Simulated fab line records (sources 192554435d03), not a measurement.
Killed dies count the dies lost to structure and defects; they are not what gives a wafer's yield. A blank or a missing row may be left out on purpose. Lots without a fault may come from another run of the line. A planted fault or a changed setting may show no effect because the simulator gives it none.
Which tool is to blame? || flow n5Finfet || at 1 step of a route of 1938, 22 lots with 66 wafers sampled

WHAT EACH GAUGE READ, for each wafer
N5_MOL_CONTACT_COAG_CD_MEAS_84: target cd 25.1 nm.
{"lot": "L074", "measured": "day 5 02:17", "on": "cdSem-03", "cdNm (nm)": "24.84 25.55 25.52"}
{"lot": "L075", "measured": "day 5 13:35", "on": "cdSem-02", "cdNm (nm)": "25.27 25.44 24.80"}
{"lot": "L076", "measured": "day 5 16:45", "on": "cdSem-01", "cdNm (nm)": "24.54 25.30 25.06"}
{"lot": "L077", "measured": "day 5 22:49", "on": "cdSem-02", "cdNm (nm)": "24.53 25.14 25.33"}
{"lot": "L078", "measured": "day 5 23:46", "on": "cdSem-03", "cdNm (nm)": "25.22 24.90 25.18"}
{"lot": "L079", "measured": "day 6 09:26", "on": "cdSem-01", "cdNm (nm)": "25.32 24.82 25.10"}
{"lot": "L080", "measured": "day 6 12:58", "on": "cdSem-01", "cdNm (nm)": "25.27 25.31 25.04"}
{"lot": "L081", "measured": "day 6 18:01", "on": "cdSem-02", "cdNm (nm)": "25.19 24.86 24.68"}
{"lot": "L082", "measured": "day 7 04:08", "on": "cdSem-01", "cdNm (nm)": "25.01 24.93 25.60"}
{"lot": "L083", "measured": "day 7 08:29", "on": "cdSem-01", "cdNm (nm)": "24.66 24.95 24.91"}
{"lot": "L084", "measured": "day 7 16:56", "on": "cdSem-03", "cdNm (nm)": "25.41 24.94 24.99"}
{"lot": "L086", "measured": "day 8 07:08", "on": "cdSem-01", "cdNm (nm)": "25.10 25.08 25.34"}
{"lot": "L087", "measured": "day 8 11:48", "on": "cdSem-02", "cdNm (nm)": "24.99 25.16 25.21"}
{"lot": "L088", "measured": "day 8 14:11", "on": "cdSem-02", "cdNm (nm)": "25.49 25.25 25.70"}
{"lot": "L089", "measured": "day 9 00:34", "on": "cdSem-02", "cdNm (nm)": "24.99 25.07 24.90"}
{"lot": "L090", "measured": "day 9 00:44", "on": "cdSem-02", "cdNm (nm)": "25.16 24.99 25.14"}
{"lot": "L091", "measured": "day 9 08:17", "on": "cdSem-03", "cdNm (nm)": "25.89 25.15 25.50"}
{"lot": "L093", "measured": "day 9 19:26", "on": "cdSem-03", "cdNm (nm)": "24.95 24.91 25.66"}
{"lot": "L094", "measured": "day 9 23:27", "on": "cdSem-03", "cdNm (nm)": "24.82 24.58 25.12"}
{"lot": "L095", "measured": "day 10 09:28", "on": "cdSem-01", "cdNm (nm)": "24.90 25.08 24.72"}
{"lot": "L096", "measured": "day 10 16:11", "on": "cdSem-03", "cdNm (nm)": "24.90 25.13 25.48"}
{"lot": "L097", "measured": "day 10 18:52", "on": "cdSem-03", "cdNm (nm)": "24.99 25.27 25.27"}

EACH LOT AND THE TOOL THAT RAN IT (in order: tool; ch and the chambers of the sampled wafers; start)
Record: no process step prior to these readings.

WHAT THE TOOLS THEMSELVES READ (means of the sampled wafers that have a number; where no wafer has one, the mark that the record gives instead)
The record holds no such reading with a usual standard deviation.

THE ANSWER, worked out from the rows above alone
Rule: the usual values come from the lots themselves. Put in order of their means at a reading, lots are off if they are a third of the lots or fewer, leave a main group of 4 or more, and stand apart from it by a gap of 3 or more times the standard deviation of the main group's means; of several such gaps the widest counts. The tables above print the reading to a certain number of digits; a main group whose means all agree to those digits is not used. Also off: a lot with no number at a reading for which 4 or more lots have one. All remaining lots with rows at the step are treated as sound. The gauges are gone through in route order, then the tools' own readings, and for those a lot's mean is taken as printed above. The first step at which some lot is off is used, and at that step the reading that is off furthest; a lot without a number counts as furthest.
No lot is off on any of the readings shown, so nothing can be concluded from this.

WHAT HAD BEEN PUT IN BY THE SIMULATOR
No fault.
